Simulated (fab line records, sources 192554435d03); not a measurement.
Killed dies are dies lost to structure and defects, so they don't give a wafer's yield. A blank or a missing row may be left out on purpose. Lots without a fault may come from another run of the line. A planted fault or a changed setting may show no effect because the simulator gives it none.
fab line records | flow n5_finfet
record lots=24 wafers=72 last_day=22
route steps=1938 shown BEOL_M6@1208 BEOL_M7@1266
lots that met no fault: from a run of the same line without faults
start_h: hours from the record's first day to the start of the lot's first wafer shown | wait_h: hours since the lot's step before | " the same as in the row above | L1.1+2: a row that stands for several wafers | - no value, or no start given | * or withheld: withheld | < > ~ a bound
route shown NAME@n: a module of which the file shows steps, and the number in the route of the first | usual: mean/standard deviation of fault-free wafers | same: alike in all rows | chamber/n: place in a boat | sites: the reading at each site | _std_site: their standard deviation | _edge_site: outer sites' mean less inner sites' | radius_mm: how far each site lies from the wafer's centre | mask NAME#n: copy n | behind: the tool/chamber that last shaped the wafer | hold: why the lot was held/for how many hours/how that ended | device: the transistor (n, p or np) that didn't switch | end of line: the same wafers' tests at the end of the route | a step without rows: its recipe alone | killed: dies lost to structure and defects at the first sort, not the wafer's yield | map: a wafer's dies, x killed, . not, _ none there
set.NAME: the setting as run; set.NAME@STEP: as run at that earlier step | model.NAME: the simulator's own value behind a step, which no gauge read
steps of the route over a sample of lots; a table a step, a row a wafer
services: from which hour (start_h, from the record's first day; less than 0 if before it) a tool's chamber was out of use, for how many hours, and why
## steps
# step N5_BEOL_M6_OVL_MEAS_12
# recipe points_per_wafer=44
# usual M6_OVL=0.2/0.71
# columns lot.wafer tool chamber start_h wait_h M6_OVL[nm]
L074.1 overlay-01 0 211.83 0.0 0.6
L074.3 " 0 " " 0.4
L074.5 " 0 " " 0.8
L075.2 overlay-02 0 225.73 0.0 1.4
L075.4 " 0 " " 0.6
L075.5 " 0 " " -0.2
L077.1 overlay-01 0 234.12 0.0 -0.6
L077.4 " 0 " " 0.8
L077.6 " 0 " " 0.1
L076.4 overlay-01 0 244.62 0.0 0.2
L076.5 " 0 " " 1.2
L076.6 " 0 " " 1.1
L078.4 overlay-01 0 256.23 0.0 -1.4
L078.5 " 0 " " -0.4
L078.6 " 0 " " -0.5
L079.1 overlay-01 0 266.20 0.0 1.2
L079.3 " 0 " " 0.7
L079.4 " 0 " " 0.3
L080.3 overlay-01 0 271.62 0.0 0.6
L080.4 " 0 " " 0.1
L080.5 " 0 " " 0.9
L081.1 overlay-01 0 306.96 0.0 0.2
L081.2 " 0 " " 0.5
L081.4 " 0 " " 0.4
L083.2 overlay-01 0 326.80 0.0 0.1
L083.3 " 0 " " -1.0
L083.4 " 0 " " -0.2
L084.4 overlay-02 0 334.97 0.0 -0.9
L084.5 " 0 " " -0.7
L084.6 " 0 " " -0.7
L085.1 overlay-02 0 342.32 0.0 0.0
L085.2 " 0 " " 0.6
L085.6 " 0 " " 0.8
L086.3 overlay-01 0 350.61 0.0 0.5
L086.5 " 0 " " -0.8
L086.6 " 0 " " -0.3
L087.2 overlay-02 0 361.41 0.0 0.7
L087.4 " 0 " " 0.5
L087.6 " 0 " " 0.3
L090.3 overlay-01 0 364.85 0.0 0.8
L090.5 " 0 " " 0.8
L090.6 " 0 " " 1.1
L088.2 overlay-01 0 372.30 0.0 0.1
L088.5 " 0 " " 0.3
L088.6 " 0 " " -0.5
L095.4 overlay-01 0 385.16 0.0 -0.2
L095.5 " 0 " " 0.2
L095.6 " 0 " " -0.2
L097.3 overlay-02 0 387.84 0.0 0.6
L097.4 " 0 " " 1.4
L097.5 " 0 " " 1.0
L091.1 overlay-02 0 390.71 0.0 0.2
L091.2 " 0 " " 0.2
L091.3 " 0 " " 1.0
L092.1 overlay-01 0 399.16 0.0 0.1
L092.2 " 0 " " -0.7
L092.5 " 0 " " 0.0
L093.1 overlay-02 0 409.25 0.0 -0.5
L093.4 " 0 " " -1.4
L093.5 " 0 " " -0.5
L094.1 overlay-01 0 409.41 0.0 0.5
L094.5 " 0 " " -0.6
L094.6 " 0 " " -0.2
L089.1 overlay-02 0 409.58 0.0 0.4
L089.2 " 0 " " 0.2
L089.3 " 0 " " 0.5
L082.1 overlay-02 0 417.25 0.0 0.1
L082.3 " 0 " " 0.4
L082.6 " 0 " " -0.9
L096.3 overlay-01 0 418.85 0.0 0.7
L096.4 " 0 " " 1.1
L096.6 " 0 " " 1.6
# step N5_BEOL_M6_ETCH_62
# recipe chemistry=N2/H2 target=SOC target_depth_a=1100 overetch_a=220 mask_material=SiARC temp_c=40 time_s=165 ion_energy_ev=200 pressure_mtorr=30 source_w=840 bias_w=150 n2_flow_sccm=200 h2_flow_sccm=200
# usual drypump_motor_current_A=5.6/0.36 oes_product_au=0.69/0.075 rf_vpp_V=524.7/2.8 showerhead_plenum_p_Torr=2.57/0.1 throttle_valve_pct=17.87/0.19
# columns lot.wafer tool chamber start_h wait_h drypump_motor_current_A oes_product_au rf_hours_counter_h rf_vpp_V showerhead_plenum_p_Torr throttle_valve_pct
L074.1 rie_diel-04 3 211.98 0.0 5.1 0.58 250 525.3 2.60 18.15
L074.3 " 0 " " 6.1 0.79 15 527.5 2.72 17.69
L074.5 " 0 " " 6.1 0.79 - 527.9 2.72 17.70
L075.2 rie_diel-04 1 225.88 0.0 5.6 0.73 61 521.6 2.48 17.97
L075.4 " 1 " " 5.5 0.74 - 522.1 2.48 17.97
L075.5 " 2 " " 5.2 0.59 - 523.8 2.50 17.86
L077.1 rie_diel-02 1 234.27 0.0 5.8 0.62 184 527.0 2.63 17.85
L077.4 " 0 " " 5.6 0.59 211 520.4 2.42 17.78
L077.6 " 1 " " 5.7 0.62 - 525.1 2.63 17.85
L076.4 rie_diel-04 1 244.77 0.0 5.6 0.73 66 522.4 2.47 18.00
L076.5 " 0 " " 6.1 0.76 - 526.8 2.71 17.72
L076.6 " 3 " " 5.1 0.82 - 524.1 2.60 17.72
L078.4 rie_diel-02 1 256.38 0.0 5.8 0.62 192 525.7 2.63 17.87
L078.5 " 2 " " 5.7 0.66 - 528.5 2.67 18.04
L078.6 " 1 " " 5.8 0.61 - 525.5 2.63 17.89
L079.1 rie_diel-05 1 266.35 0.0 5.4 0.76 28 529.0 2.72 17.75
L079.3 " 3 " " 6.6 0.59 218 527.6 2.62 17.95
L079.4 " 3 " " 6.6 0.59 - 525.2 2.62 17.95
L080.3 rie_diel-04 3 271.77 0.0 5.1 0.81 13 527.1 2.60 17.75
L080.4 " 0 " " 6.1 0.76 35 527.7 2.71 17.73
L080.5 " 1 " " 5.6 0.72 - 523.0 2.47 18.03
L081.1 rie_diel-04 0 307.11 0.0 6.1 0.74 46 526.7 2.70 17.74
L081.2 " 3 " " 5.1 0.78 25 527.3 2.59 17.77
L081.4 " 0 " " 6.1 0.74 - 528.0 2.70 17.74
L083.2 rie_diel-04 2 326.94 0.0 5.1 0.81 4 522.3 2.49 17.45
L083.3 " 0 " " 6.1 0.73 51 530.2 2.70 17.75
L083.4 " 3 " " 5.1 0.76 30 524.7 2.59 17.78
L084.4 rie_diel-02 1 335.29 0.0 5.8 0.60 216 525.5 2.62 17.89
L084.5 " 0 " " 5.6 0.58 - 520.6 2.40 17.84
L084.6 " 3 " " 5.6 0.63 - 520.3 2.42 18.11
L085.1 rie_diel-02 3 342.47 0.0 5.6 0.61 197 520.4 2.42 18.10
L085.2 " 0 " " 5.6 0.59 243 519.0 2.40 17.84
L085.6 " 1 " " 5.8 0.60 - 526.4 2.62 17.91
L086.3 rie_diel-04 0 350.76 0.0 6.1 0.72 58 527.1 2.70 17.77
L086.5 " 0 " " 6.1 0.72 - 528.8 2.70 17.77
L086.6 " 3 " " 5.1 0.76 - 524.7 2.59 17.79
L087.2 rie_diel-04 2 361.55 0.0 5.1 0.78 15 523.4 2.48 17.45
L087.4 " 1 " " 5.6 0.70 101 521.9 2.46 18.04
L087.6 " 2 " " 5.1 0.78 - 521.8 2.48 17.46
L090.3 rie_diel-04 1 364.99 0.0 5.6 0.70 101 521.7 2.46 18.04
L090.5 " 3 " " 5.1 0.75 - 525.7 2.58 17.78
L090.6 " 0 " " 6.1 0.72 - 527.2 2.70 17.77
L088.2 rie_diel-04 1 372.54 0.0 5.6 0.70 103 520.7 2.46 18.05
L088.5 " 1 " " 5.6 0.69 - 521.3 2.46 18.06
L088.6 " 2 " " 5.2 0.77 - 521.7 2.48 17.45
L095.4 rie_diel-02 1 385.38 0.1 5.7 0.59 - 525.7 2.61 17.93
L095.5 " 3 " " 5.6 0.62 - 520.5 2.41 18.13
L095.6 " 2 " " 5.7 0.63 - 525.7 2.65 18.12
L097.3 rie_diel-02 1 388.03 0.0 5.8 0.60 235 525.8 2.61 17.93
L097.4 " 1 " " 5.8 0.59 - 526.7 2.61 17.95
L097.5 " 2 " " 5.6 0.63 - 526.5 2.65 18.14
L091.1 rie_diel-02 0 390.93 0.0 5.6 0.85 0 529.2 2.72 17.39
L091.2 " 3 " " 5.6 0.61 215 520.5 2.41 18.13
L091.3 " 1 " " 5.7 0.59 236 525.4 2.61 17.94
L092.1 rie_diel-04 3 399.30 0.0 5.1 0.76 50 525.7 2.58 17.81
L092.2 " 1 " " 5.6 0.69 113 522.5 2.45 18.07
L092.5 " 1 " " 5.6 0.69 - 521.6 2.45 18.08
L093.1 rie_diel-05 0 409.40 0.0 6.3 0.71 75 525.5 2.58 17.96
L093.4 " 0 " " 6.3 0.70 - 524.7 2.58 17.97
L093.5 " 2 " " 5.8 0.74 - 524.9 2.59 17.79
L094.1 rie_diel-02 2 409.56 0.0 5.7 0.62 173 527.3 2.65 18.15
L094.5 " 3 " " 5.6 0.61 - 518.8 2.41 18.14
L094.6 " 0 " " 5.6 0.82 - 527.7 2.72 17.40
L089.1 rie_diel-02 1 410.00 0.0 5.8 0.59 240 526.2 2.61 17.95
L089.2 " 0 " " 5.6 0.81 5 528.8 2.72 17.41
L089.3 " 3 " " 5.6 0.60 220 521.6 2.41 18.14
L082.1 rie_diel-05 0 417.40 0.0 6.3 0.70 79 524.5 2.58 17.96
L082.3 " 2 " " 5.8 0.74 37 524.7 2.59 17.79
L082.6 " 2 " " 5.8 0.74 - 523.7 2.59 17.79
L096.3 rie_diel-05 1 419.46 0.0 5.4 0.70 71 527.1 2.70 17.81
L096.4 " 2 " " 5.8 0.75 - 525.5 2.59 17.79
L096.6 " 1 " " 5.4 0.70 - 528.5 2.70 17.84
# step N5_BEOL_M6_DEGAS_44
# recipe ambient=vacuum temp_c=250 time_s=60
# usual heater_power_w=319/29
# columns lot.wafer tool chamber start_h wait_h heater_power_w
L074.1 pvd_sputter-01 - 213.89 0.3 336
L074.3 " - " " 294
L074.5 " - " " 282
L075.2 pvd_sputter-02 - 232.02 0.5 298
L075.4 " - " " 370
L075.5 " - " " 349
L077.1 pvd_sputter-01 - 241.41 0.5 279
L077.4 " - " " 331
L077.6 " - " " 339
L076.4 pvd_sputter-01 - 252.85 0.2 297
L076.5 " - " " 334
L076.6 " - " " 295
L078.4 pvd_sputter-01 - 263.56 0.1 325
L078.5 " - " " 292
L078.6 " - " " 331
L079.1 pvd_sputter-02 - 268.93 0.3 310
L079.3 " - " " 346
L079.4 " - " " 287
L080.3 pvd_sputter-01 - 279.17 0.2 283
L080.4 " - " " 326
L080.5 " - " " 330
L081.1 pvd_sputter-01 - 312.31 0.3 284
L081.2 " - " " 325
L081.4 " - " " 327
L083.2 pvd_sputter-02 - 331.58 0.2 329
L083.3 " - " " 312
L083.4 " - " " 316
L084.4 pvd_sputter-03 - 338.78 0.2 320
L084.5 " - " " 360
L084.6 " - " " 378
L085.1 pvd_sputter-02 - 346.41 0.6 362
L085.2 " - " " 349
L085.6 " - " " 377
L086.3 pvd_sputter-01 - 353.32 0.3 284
L086.5 " - " " 334
L086.6 " - " " 283
L087.2 pvd_sputter-01 - 364.26 0.4 296
L087.4 " - " " 330
L087.6 " - " " 288
L090.3 pvd_sputter-01 - 368.02 0.2 294
L090.5 " - " " 289
L090.6 " - " " 333
L088.2 pvd_sputter-01 - 376.80 0.5 325
L088.5 " - " " 297
L088.6 " - " " 336
L095.4 pvd_sputter-02 - 388.31 0.3 314
L095.5 " - " " 371
L095.6 " - " " 312
L097.3 pvd_sputter-03 - 390.14 0.4 358
L097.4 " - " " 361
L097.5 " - " " 361
L091.1 pvd_sputter-01 - 395.35 0.4 282
L091.2 " - " " 342
L091.3 " - " " 290
L092.1 pvd_sputter-03 - 405.59 0.6 359
L092.2 " - " " 281
L092.5 " - " " 361
L094.1 pvd_sputter-01 - 415.85 0.4 325
L094.5 " - " " 283
L094.6 " - " " 333
L093.1 pvd_sputter-01 - 416.09 0.4 288
L093.4 " - " " 284
L093.5 " - " " 286
L089.1 pvd_sputter-01 - 416.53 0.5 330
L089.2 " - " " 292
L089.3 " - " " 324
L082.1 pvd_sputter-03 - 420.58 1.2 290
L082.3 " - " " 349
L082.6 " - " " 350
L096.3 pvd_sputter-01 - 421.83 0.2 294
L096.4 " - " " 336
L096.6 " - " " 283
# step N5_BEOL_M6_ALD_77
# recipe material=TaN target_thk_a=20 temp_c=275 ald_precursor_family=PDMAT ald_co_reactant=NH3 pressure_torr=3 carrier_flow_sccm=1500 pulse_time_s=2 purge_time_s=3 co_reactant_purge_time_s=2 co_reactant_pulse_time_s=3 ald_cycles=40 precursor_vessel_temp_c=75 precursor_vessel_pressure_torr=26.25 precursor_vessel_carrier_sccm=1000
# usual heater_power_w=409/50
# columns lot.wafer tool chamber start_h wait_h heater_power_w
L074.1 ald_metal-04 2 213.99 0.0 396
L074.3 " 0 " " 417
L074.5 " 3 " " 464
L075.2 ald_metal-02 2 232.12 0.0 473
L075.4 " 0 " " 356
L075.5 " 1 " " 465
L077.1 ald_metal-01 3 241.51 0.0 350
L077.4 " 1 " " 396
L077.6 " 2 " " 371
L076.4 ald_metal-02 0 252.96 0.0 337
L076.5 " 0 " " 347
L076.6 " 3 " " 459
L078.4 ald_metal-01 0 263.66 0.0 357
L078.5 " 3 " " 353
L078.6 " 0 " " 352
L079.1 ald_metal-02 2 269.03 0.0 472
L079.3 " 0 " " 340
L079.4 " 3 " " 463
L080.3 ald_metal-01 0 279.27 0.0 360
L080.4 " 2 " " 367
L080.5 " 3 " " 353
L081.1 ald_metal-04 3 312.41 0.0 447
L081.2 " 0 " " 425
L081.4 " 2 " " 399
L083.2 ald_metal-01 3 331.68 0.0 348
L083.3 " 0 " " 351
L083.4 " 2 " " 372
L084.4 ald_metal-04 2 338.89 0.0 401
L084.5 " 0 " " 424
L084.6 " 3 " " 448
L085.1 ald_metal-04 2 346.51 0.0 406
L085.2 " 1 " " 442
L085.6 " 0 " " 415
L086.3 ald_metal-01 1 353.42 0.0 379
L086.5 " 1 " " 383
L086.6 " 2 " " 413
L087.2 ald_metal-04 0 364.38 0.1 421
L087.4 " 2 " " 396
L087.6 " 1 " " 450
L090.3 ald_metal-02 2 368.14 0.1 474
L090.5 " 1 " " 481
L090.6 " 0 " " 347
L088.2 ald_metal-01 1 376.97 0.1 388
L088.5 " 0 " " 346
L088.6 " 3 " " 331
L095.4 ald_metal-02 0 388.64 0.3 339
L095.5 " 0 " " 352
L095.6 " 1 " " 472
L097.3 ald_metal-02 1 390.24 0.0 473
L097.4 " 3 " " 459
L097.5 " 2 " " 480
L091.1 ald_metal-01 3 395.45 0.0 322
L091.2 " 0 " " 341
L091.3 " 1 " " 381
L092.1 ald_metal-04 3 405.91 0.3 455
L092.2 " 1 " " 451
L092.5 " 2 " " 402
L094.1 ald_metal-02 3 415.95 0.0 476
L094.5 " 1 " " 484
L094.6 " 0 " " 346
L093.1 ald_metal-04 3 416.19 0.0 458
L093.4 " 0 " " 414
L093.5 " 0 " " 420
L089.1 ald_metal-04 1 416.64 0.1 451
L089.2 " 3 " " 459
L089.3 " 0 " " 409
L082.1 ald_metal-01 0 420.70 0.1 339
L082.3 " 2 " " 406
L082.6 " 1 " " 379
L096.3 ald_metal-02 1 421.99 0.1 478
L096.4 " 0 " " 354
L096.6 " 0 " " 340
# step N5_BEOL_M7_PECVD_70
# recipe material=SiO2 target_thk_a=200 temp_c=400 precursor=TEOS/O2 pressure_torr=5.5 rf_w=450 teos_flow_sccm=53.8 gas=O2 flow_sccm=3000 time_s=22.7
# usual heater_power_w=673/81 showerhead_plenum_p_Torr=8.77/0.047 throttle_valve_pct=22.4/0.81
# columns lot.wafer tool chamber start_h wait_h heater_power_w showerhead_plenum_p_Torr throttle_valve_pct
L074.1 pecvd-01 2 216.14 0.0 809 8.79 20.6
L074.3 " 0 " " 712 8.76 24.3
L074.5 " 0 " " 726 8.75 24.0
L075.2 pecvd-01 0 234.42 0.0 723 8.78 24.3
L075.4 " 2 " " 742 8.81 20.6
L075.5 " 1 " " 755 8.86 22.5
L077.1 pecvd-01 0 245.77 0.0 696 8.76 24.2
L077.4 " 2 " " 811 8.79 20.6
L077.6 " 1 " " 696 8.85 22.2
L076.4 pecvd-01 0 255.24 0.1 657 8.75 24.3
L076.5 " 2 " " 790 8.78 20.8
L076.6 " 1 " " 712 8.86 22.3
L078.4 pecvd-04 1 267.14 0.1 572 8.84 21.6
L078.5 " 2 " " 627 8.72 22.4
L078.6 " 0 " " 612 8.69 22.8
L079.1 pecvd-04 1 272.69 0.0 627 8.83 21.8
L079.3 " 0 " " 722 8.69 22.7
L079.4 " 1 " " 626 8.82 21.6
L080.3 pecvd-04 1 281.34 0.0 599 8.82 21.7
L080.4 " 1 " " 596 8.82 21.9
L080.5 " 0 " " 644 8.69 23.0
L081.1 pecvd-02 2 315.27 0.0 682 8.71 22.2
L081.2 " 1 " " 656 8.77 21.4
L081.4 " 2 " " 685 8.72 22.0
L083.2 pecvd-04 0 335.84 0.0 622 8.72 22.9
L083.3 " 2 " " 569 8.75 22.6
L083.4 " 1 " " 636 8.85 21.4
L084.4 pecvd-02 0 341.40 0.1 705 8.80 22.8
L084.5 " 1 " " 624 8.77 21.9
L084.6 " 0 " " 737 8.80 22.9
L085.1 pecvd-02 0 348.67 0.0 830 8.82 22.9
L085.2 " 1 " " 518 8.76 21.9
L085.6 " 1 " " 524 8.76 21.8
L086.3 pecvd-04 0 356.05 0.0 626 8.71 23.0
L086.5 " 1 " " 532 8.84 21.7
L086.6 " 2 " " 599 8.75 22.7
L087.2 pecvd-04 0 368.37 0.0 607 8.70 23.0
L087.4 " 2 " " 575 8.73 22.9
L087.6 " 1 " " 647 8.83 22.0
L090.3 pecvd-04 2 370.34 0.0 621 8.72 22.8
L090.5 " 1 " " 664 8.83 21.5
L090.6 " 2 " " 630 8.71 22.8
L088.2 pecvd-01 0 380.63 0.0 711 8.75 24.4
L088.5 " 2 " " 790 8.78 20.9
L088.6 " 1 " " 694 8.85 22.6
L095.4 pecvd-04 1 391.55 0.1 587 8.86 21.8
L095.5 " 2 " " 569 8.75 22.6
L095.6 " 0 " " 592 8.69 22.8
L097.3 pecvd-02 0 392.34 0.0 810 8.78 23.1
L097.4 " 2 " " 645 8.71 22.1
L097.5 " 1 " " 646 8.79 21.8
L091.1 pecvd-02 0 397.96 0.0 763 8.79 22.9
L091.2 " 1 " " 629 8.77 21.8
L091.3 " 2 " " 696 8.69 22.4
L092.1 pecvd-02 2 410.25 0.0 664 8.72 22.3
L092.2 " 1 " " 645 8.81 21.6
L092.5 " 2 " " 672 8.73 22.2
L094.1 pecvd-04 1 419.10 0.0 587 8.83 21.8
L094.5 " 2 " " 646 8.74 23.2
L094.6 " 0 " " 699 8.70 22.9
L093.1 pecvd-02 2 419.93 0.0 637 8.71 22.5
L093.4 " 0 " " 795 8.78 23.0
L093.5 " 2 " " 641 8.72 22.3
L089.1 pecvd-02 0 420.18 0.0 800 8.80 23.0
L089.2 " 1 " " 611 8.77 21.7
L089.3 " 2 " " 578 8.72 22.2
L082.1 pecvd-02 0 422.98 0.0 806 8.81 22.6
L082.3 " 1 " " 579 8.77 21.7
L082.6 " 1 " " 583 8.77 21.6
L096.3 pecvd-04 1 426.01 0.0 642 8.82 21.5
L096.4 " 2 " " 600 8.72 22.9
L096.6 " 0 " " 732 8.72 22.9
# step N5_BEOL_M7_ETCH_61
# recipe chemistry=CF4 target=SiARC target_depth_a=455 mask_material=CAR-ArF time_s=75.8 ion_energy_ev=80 pressure_mtorr=40 source_w=545 bias_w=36 Ar_flow_sccm=100 cf4_flow_sccm=100 ends=cleared
# usual drypump_motor_current_A=5.8/0.34 etch_rf_on_time_s=75.5/1.1 oes_product_au=0.71/0.062 rf_vpp_V=184.1/1.1 showerhead_plenum_p_Torr=2.16/0.065 throttle_valve_pct=15.56/0.22
# columns lot.wafer tool chamber start_h wait_h drypump_motor_current_A etch_rf_on_time_s oes_product_au rf_hours_counter_h rf_vpp_V showerhead_plenum_p_Torr throttle_valve_pct
L074.1 rie_diel-01 0 217.05 0.0 5.4 74.8 0.77 22 183.9 2.10 15.53
L074.3 " 1 " " 5.6 76.4 0.60 248 183.1 2.02 15.92
L074.5 " 0 " " 5.4 74.8 0.77 - 183.0 2.11 15.54
L075.2 rie_diel-01 0 235.10 0.0 5.4 75.3 0.76 27 184.0 2.10 15.53
L075.4 " 0 " " 5.4 75.1 0.76 - 183.8 2.10 15.55
L075.5 " 2 " " 5.7 77.2 0.68 - 184.6 2.16 15.82
L077.1 rie_diel-01 0 247.86 0.0 5.4 75.3 0.75 31 183.0 2.10 15.55
L077.4 " 2 " " 5.7 77.1 0.69 92 184.4 2.16 15.83
L077.6 " 1 " " 5.6 76.0 0.85 - 185.0 2.28 15.45
L076.4 rie_diel-01 0 256.68 0.0 5.4 75.3 0.75 - 184.2 2.10 15.55
L076.5 " 3 " " 6.1 74.2 0.75 - 185.3 2.17 15.42
L076.6 " 1 " " 5.6 75.4 0.84 - 186.1 2.28 15.44
L078.4 rie_diel-01 3 267.80 0.0 6.0 73.8 0.75 55 183.6 2.17 15.45
L078.5 " 0 " " 5.4 74.2 0.75 - 184.5 2.10 15.56
L078.6 " 3 " " 6.1 73.1 0.75 - 184.8 2.17 15.44
L079.1 rie_diel-01 0 275.94 0.0 5.4 74.4 0.75 39 183.1 2.10 15.58
L079.3 " 1 " " 5.6 75.3 0.82 9 185.7 2.27 15.46
L079.4 " 3 " " 6.1 73.4 0.74 57 184.2 2.17 15.44
L080.3 rie_diel-06 3 282.30 0.0 5.8 76.7 0.57 258 181.9 2.02 15.57
L080.4 " 2 " " 5.5 75.2 0.67 - 182.6 2.15 15.57
L080.5 " 3 " " 5.8 75.8 0.58 - 181.8 2.02 15.57
L081.1 rie_diel-01 2 317.99 0.0 5.6 76.9 0.66 106 185.3 2.16 15.84
L081.2 " 0 " " 5.4 75.0 0.72 50 183.0 2.10 15.58
L081.4 " 1 " " 5.6 76.1 0.79 16 185.2 2.27 15.47
L083.2 rie_diel-06 2 339.10 0.0 5.5 75.8 0.65 148 182.9 2.15 15.61
L083.3 " 1 " " 6.3 75.4 0.75 48 183.7 2.10 15.67
L083.4 " 0 " " 6.5 77.0 0.63 186 184.6 2.21 15.64
L084.4 rie_diel-03 3 342.97 0.0 6.2 75.9 0.65 144 182.3 2.06 15.50
L084.5 " 1 " " 5.2 76.7 0.82 - 183.0 2.19 15.10
L084.6 " 2 " " 5.9 75.0 0.67 - 184.3 2.16 15.62
L085.1 rie_diel-01 0 350.06 0.0 5.4 74.8 0.73 55 184.0 2.09 15.59
L085.2 " 1 " " 5.6 75.8 0.78 23 186.8 2.27 15.48
L085.6 " 2 " " 5.7 76.5 0.66 - 184.4 2.16 15.86
L086.3 rie_diel-03 2 357.81 0.0 5.9 74.7 0.68 102 183.2 2.16 15.63
L086.5 " 1 " " 5.2 75.3 0.82 - 184.6 2.19 15.09
L086.6 " 2 " " 5.9 74.1 0.67 - 182.0 2.16 15.63
L087.2 rie_diel-06 0 372.08 0.0 6.5 78.2 0.62 192 184.2 2.21 15.65
L087.4 " 1 " " 6.3 75.2 0.74 53 183.2 2.10 15.67
L087.6 " 2 " " 5.5 75.9 0.65 - 182.6 2.14 15.63
L090.3 rie_diel-06 2 372.76 0.0 5.5 76.1 0.64 155 183.8 2.14 15.61
L090.5 " 2 " " 5.5 75.6 0.65 - 184.0 2.14 15.60
L090.6 " 3 " " 5.8 75.4 0.79 - 186.4 2.27 15.09
L088.2 rie_diel-03 0 381.62 0.0 6.0 75.2 0.69 96 183.2 2.08 15.77
L088.5 " 1 " " 5.2 75.6 0.80 - 185.1 2.19 15.12
L088.6 " 3 " " 6.2 76.0 0.65 - 183.6 2.05 15.53
L095.4 rie_diel-01 0 395.29 0.0 5.4 75.1 0.71 65 184.5 2.09 15.62
L095.5 " 1 " " 5.6 76.1 0.76 - 185.2 2.27 15.51
L095.6 " 2 " " 5.7 76.6 0.65 - 183.5 2.15 15.88
L097.3 rie_diel-01 1 395.55 0.0 5.6 76.7 0.75 33 183.3 2.26 15.50
L097.4 " 2 " " 5.7 77.0 0.65 123 184.1 2.15 15.89
L097.5 " 3 " " 6.0 73.2 0.71 - 185.4 2.16 15.50
L091.1 rie_diel-06 1 399.46 0.0 6.3 75.8 0.74 59 182.7 2.10 15.68
L091.2 " 3 " " 5.8 75.7 0.78 18 186.4 2.27 15.12
L091.3 " 0 " " 6.5 77.4 0.61 198 186.1 2.21 15.67
L092.1 rie_diel-03 0 415.19 0.0 6.0 76.1 0.68 104 183.9 2.08 15.78
L092.2 " 2 " " 5.9 76.1 0.66 114 184.0 2.16 15.64
L092.5 " 0 " " 6.0 75.7 0.68 - 184.4 2.08 15.79
L094.1 rie_diel-01 3 420.09 0.0 6.0 72.4 0.72 90 182.2 2.16 15.51
L094.5 " 3 " " 6.1 73.3 0.71 - 182.9 2.16 15.52
L094.6 " 0 " " 5.4 74.5 0.71 - 183.5 2.09 15.64
L093.1 rie_diel-01 2 421.60 0.0 5.7 76.4 0.64 132 185.5 2.15 15.91
L093.4 " 3 " " 6.1 73.1 0.71 91 184.8 2.16 15.51
L093.5 " 2 " " 5.7 76.1 0.65 - 184.7 2.15 15.91
L089.1 rie_diel-06 0 422.07 0.0 6.5 76.8 0.62 203 184.1 2.21 15.69
L089.2 " 3 " " 5.8 74.8 0.77 23 185.3 2.27 15.11
L089.3 " 2 " " 5.5 74.9 0.65 165 184.0 2.14 15.61
L082.1 rie_diel-03 1 426.69 0.0 5.2 76.7 0.78 26 184.5 2.18 15.13
L082.3 " 3 " " 6.2 77.1 0.64 164 184.5 2.05 15.54
L082.6 " 0 " " 6.0 76.6 0.68 - 181.4 2.08 15.78
L096.3 rie_diel-01 1 426.73 0.0 5.6 76.5 0.74 43 186.0 2.26 15.54
L096.4 " 2 " " 5.7 76.6 0.65 133 184.5 2.15 15.92
L096.6 " 3 " " 6.1 74.2 0.71 - 183.0 2.16 15.51
## services
# columns tool chamber start_h hours kind
rie_diel-01 0 189.86 5.1 repair
ald_metal-04 - 199.21 0.8 repair
ald_metal-04 1 202.89 31.0 repair
rie_diel-01 2 208.89 1.8 repair
rie_diel-01 - 225.35 2.8 pm
ald_metal-04 3 227.39 35.0 repair
ald_metal-02 0 238.24 9.6 repair
rie_diel-02 - 238.40 0.2 repair
rie_diel-02 0 251.28 2.0 repair
rie_diel-01 2 254.21 11.8 repair
pecvd-02 0 274.67 30.8 repair
ald_metal-04 - 277.92 8.7 pm
ald_metal-02 2 279.71 4.9 repair
rie_diel-01 0 323.77 1.3 repair
rie_diel-02 3 335.79 4.6 repair
pecvd-02 2 337.97 16.0 repair
pecvd-04 - 343.78 0.7 repair
pecvd-02 2 355.96 3.8 repair
rie_diel-04 3 382.33 7.4 repair
rie_diel-04 0 393.93 4.7 repair
rie_diel-04 0 401.55 15.5 repair
pecvd-04 1 411.59 7.1 repair
rie_diel-02 0 421.32 2.2 repair
rie_diel-01 - 424.75 0.6 repair
## key
fault none
